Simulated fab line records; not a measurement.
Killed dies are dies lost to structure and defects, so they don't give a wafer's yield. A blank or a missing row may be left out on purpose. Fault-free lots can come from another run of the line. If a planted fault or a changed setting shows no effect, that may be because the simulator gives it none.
Which tool is to blame?    flow n5 finfet    11 lots, 33 wafers sampled, at 5 steps of a route of 1938

## WHAT THE GAUGES SHOWED, per wafer
No reading from a measuring or inspecting step in the record can be judged against a usual standard deviation.

## WHAT TOOL EACH LOT RAN ON (gives the tool, then ch and the chambers of the sampled wafers, and finally the start)
lot   N5_BEOL_M10_DESCUM_33               N5_BEOL_M10_DEGAS_44          N5_BEOL_M10_CVD_75                N5_BEOL_M10_CMP_52             N5_PASSIVATION_PROBE_49
L561  rie diel-01 ch 0,1,2, day 10 11:08  pvd sputter-01, day 10 12:14  cvd co-02 ch 0,1, day 10 12:45    cmp-01 ch 0,2, day 10 13:36    prober-01, day 12 14:50
L563  rie diel-03 ch 2,3, day 10 20:32    pvd sputter-02, day 10 23:11  cvd co-02 ch 0,1,2, day 10 23:40  cmp-04 ch 2,3, day 11 00:24    prober-01, day 13 13:25
L564  rie diel-05 ch 0,3, day 10 22:44    pvd sputter-01, day 10 23:53  cvd co-02 ch 1,2, day 11 00:42    cmp-02 ch 2,3, day 11 01:59    prober-02, day 13 16:38
L565  rie diel-01 ch 0,2,3, day 11 16:59  pvd sputter-01, day 11 18:26  cvd co-02 ch 0,1, day 11 19:11    cmp-02 ch 0,1,3, day 11 20:35  prober-02, day 13 19:22
L566  rie diel-03 ch 0,2, day 11 23:12    pvd sputter-03, day 12 00:26  cvd co-02 ch 0,1,2, day 12 01:10  cmp-04 ch 2,3, day 12 02:01    prober-01, day 14 07:08
L567  rie diel-03 ch 1,2,3, day 12 08:11  pvd sputter-03, day 12 09:28  cvd co-01 ch 0,1, day 12 10:02    cmp-04 ch 0,2,3, day 12 11:07  prober-01, day 14 07:57
L569  rie diel-03 ch 0,1,2, day 12 12:17  pvd sputter-01, day 12 13:27  cvd co-01 ch 0,1,2, day 12 14:19  cmp-01 ch 0,2,3, day 12 15:16  prober-01, day 14 08:40
L578  rie diel-03 ch 0,1,2, day 15 06:45  pvd sputter-03, day 15 08:01  cvd co-02 ch 0,2, day 15 08:31    cmp-01 ch 2,3, day 15 09:14    prober-01, day 17 14:02
L577  rie diel-01 ch 0,2,3, day 15 07:00  pvd sputter-03, day 15 08:06  cvd co-01 ch 0,2, day 15 08:46    cmp-01 ch 1,2, day 15 09:35    prober-02, day 17 13:39
L579  rie diel-03 ch 0,1,2, day 15 13:28  pvd sputter-02, day 15 15:28  cvd co-02 ch 0,1, day 15 15:58    cmp-04 ch 1,2, day 15 16:38    prober-02, day 17 19:07
L580  rie diel-05 ch 0,1,2, day 16 05:20  pvd sputter-02, day 16 06:41  cvd co-01 ch 0,1, day 16 07:32    cmp-04 ch 0,2, day 16 09:05    prober-02, day 18 03:32
- N5_BEOL_M10_DESCUM_33: chemistry O2, time 7.9 s.
- N5_BEOL_M10_DEGAS_44: time 60 s.
- N5_BEOL_M10_CVD_75: deposits Co from CCTBA/H2, target thk 2 nm, time 138.9 s.
- N5_BEOL_M10_CMP_52: polishes, stops on SiCOH lowk, t overpolish 7 s, target thk 140 nm.
- N5_PASSIVATION_PROBE_49

## AS READ BY THE TOOLS THEMSELVES (means over the sampled wafers that have a number; for cases with no such wafer, the mark the record gives instead)
N5_BEOL_M10_DESCUM_33. Usual: bias power w 19.99 W, standard deviation 0.062; drypump motor current A 5.6 A, standard deviation 0.41; oes product au 0.81 a.u., standard deviation 0.086; rf vpp V 243.6 V, standard deviation 1.5; showerhead plenum p Torr 2.12 Torr, standard deviation 0.081; throttle valve pct 20.47 %, standard deviation 0.25.
lot   tool         bias power w (W)  drypump motor current A (A)  oes product au (a.u.)  rf vpp V (V)  showerhead plenum p Torr (Torr)  throttle valve pct (%)  flag
L561  rie diel-01  20.01             5.6                          0.84                   244.2         2.19                             20.68                   
L563  rie diel-03  20.01             5.6                          0.81                   245.3         2.21                             20.36                   
L564  rie diel-05  19.97             5.2                          0.85                   243.4         2.11                             20.14                   
L565  rie diel-01  20.03             5.8                          0.85                   243.8         2.17                             20.51                   
L566  rie diel-03  19.96             5.7                          0.75                   242.4         2.05                             20.67                   
L567  rie diel-03  20.03             5.5                          0.83                   244.9         2.20                             20.27                   
L569  rie diel-03  20.01             5.5                          0.81                   243.1         2.13                             20.43                   
L578  rie diel-03  20.01             5.5                          0.78                   243.8         2.12                             20.48                   
L577  rie diel-01  20.02             5.7                          0.80                   244.1         2.16                             20.55                   
L579  rie diel-03  20.07             5.5                          0.78                   243.9         2.12                             20.48                   
L580  rie diel-05  20.03             5.3                          0.83                   243.1         2.07                             20.49                   

N5_BEOL_M10_DEGAS_44. Usual: heater power w at 325 W, with a standard deviation of 33.
lot   tool            heater power w (W)  flag
L561  pvd sputter-01  315                 
L563  pvd sputter-02  316                 
L564  pvd sputter-01  326                 
L565  pvd sputter-01  342                 
L566  pvd sputter-03  297                 
L567  pvd sputter-03  296                 
L569  pvd sputter-01  325                 
L578  pvd sputter-03  325                 
L577  pvd sputter-03  315                 
L579  pvd sputter-02  320                 
L580  pvd sputter-02  336                 

N5_BEOL_M10_CVD_75. Usual: run length s at 161.9 s, with a standard deviation of 0.65.
lot   tool       run length s (s)  flag
L561  cvd co-02  162.2             
L563  cvd co-02  161.6             
L564  cvd co-02  161.6             
L565  cvd co-02  241.4             OFF
L566  cvd co-02  201.5             OFF
L567  cvd co-01  162.2             
L569  cvd co-01  162.2             
L578  cvd co-02  162.3             
L577  cvd co-01  162.1             
L579  cvd co-02  161.5             
L580  cvd co-01  162.3             

N5_BEOL_M10_CMP_52. Usual: barrier field endpoint s 29.3 s, standard deviation 0.95; motor current A 6.0 A, standard deviation 0.57; overpolish run s 7.000 s, standard deviation 0.0097; time to endpoint s 68 s, standard deviation 4.2.
lot   tool    barrier field endpoint s (s)  motor current A (A)  overpolish run s (s)  time to endpoint s (s)  flag
L561  cmp-01  27.7                          5.8                  6.996                 57                      
L563  cmp-04  30.8                          5.9                  7.004                 73                      
L564  cmp-02  28.2                          5.8                  7.001                 65                      
L565  cmp-02  29.1                          5.9                  7.001                 66                      
L566  cmp-04  29.3                          6.4                  6.985                 72                      
L567  cmp-04  28.3                          6.0                  6.993                 70                      
L569  cmp-01  29.1                          5.8                  6.994                 70                      
L578  cmp-01  29.2                          6.0                  7.003                 67                      
L577  cmp-01  28.9                          5.4                  7.004                 65                      
L579  cmp-04  30.3                          6.8                  7.002                 73                      
L580  cmp-04  30.1                          5.9                  6.993                 70                      

N5_PASSIVATION_PROBE_49. Usual: defect limited yield 91.0 %, standard deviation 1.4; killed_at_M0_to_M3 35, standard deviation 10; killed_at_M4_up 14, standard deviation 5.5; killed at contacts 13, standard deviation 5.6; killed at front end 41, standard deviation 11; killed at other 4, standard deviation 3.4; killed dies 106, standard deviation 16; killed open 68, standard deviation 12; killed short 35, standard deviation 7.3; sort_bin_4_leakage 0.3 %, standard deviation 2.1; sort_bin_5_function 5.3 %, standard deviation 0.89; sort_bin_6_memory 3.4 %, standard deviation 0.67; sort n pass 1070, standard deviation 28; sort yield pct 90.7 %, standard deviation 2.4.
lot   tool       defect limited yield (%)  killed_at_M0_to_M3  killed_at_M4_up  killed at contacts  killed at front end  killed at other  killed dies  killed open  killed short  sort_bin_4_leakage (%)  sort_bin_5_function (%)  sort_bin_6_memory (%)  sort n pass  sort yield pct (%)  flag
L561  prober-01  91.2                      37                  15               9                   37                   5                104          69           29            0.0                     5.1                      3.0                    1076         91.2                
L563  prober-01  90.4                      45                  10               10                  46                   2                114          75           35            0.0                     5.9                      3.3                    1066         90.4                
L564  prober-02  91.1                      37                  15               16                  34                   3                105          70           33            0.1                     5.5                      3.2                    1074         91.0                
L565  prober-02  90.4                      20                  15               12                  61                   4                113          67           38            0.0                     5.4                      3.4                    1067         90.4                
L566  prober-01  88.7                      41                  19               9                   59                   4                133          86           44            0.3                     6.4                      4.2                    1043         88.4                
L567  prober-01  91.0                      49                  13               10                  25                   10               106          69           31            0.0                     5.1                      3.6                    1074         91.0                
L569  prober-01  89.9                      36                  21               10                  50                   1                119          84           31            0.0                     6.1                      3.7                    1061         89.9                
L578  prober-01  91.6                      25                  13               8                   48                   6                99           57           40            0.0                     4.9                      3.0                    1081         91.6                
L577  prober-02  92.0                      37                  10               9                   32                   6                95           61           32            0.0                     4.4                      3.6                    1085         91.9                
L579  prober-02  90.8                      37                  11               10                  46                   5                109          70           38            0.0                     5.8                      2.9                    1071         90.8                
L580  prober-02  90.4                      33                  13               19                  45                   3                113          68           41            0.0                     5.3                      3.6                    1067         90.4                

## THE ANSWER, worked out from the rows above alone
Rule: take the mean of a lot's wafers that have a number; if it is more than 3 standard deviations from the usual mean, the lot is off. Also off: a lot with no number at a reading for which 4 or more lots have one. Where the step has rows for the other lots, those lots are counted as sound. Order of review: gauges by route order, followed by the tools' own readings, for which a lot's mean as printed above is used. The first step at which some lot is off is used, and at that step the reading that is off furthest; a lot without a number counts as furthest.
Off, at N5_BEOL_M10_CVD_75 on run length s: L565, L566.
A tool fits if, at that step or a process step before it, it ran every lot that is off, and no sound lot after the first of them. No candidate that was tried fits.

## WHAT THE SIMULATOR PUT IN
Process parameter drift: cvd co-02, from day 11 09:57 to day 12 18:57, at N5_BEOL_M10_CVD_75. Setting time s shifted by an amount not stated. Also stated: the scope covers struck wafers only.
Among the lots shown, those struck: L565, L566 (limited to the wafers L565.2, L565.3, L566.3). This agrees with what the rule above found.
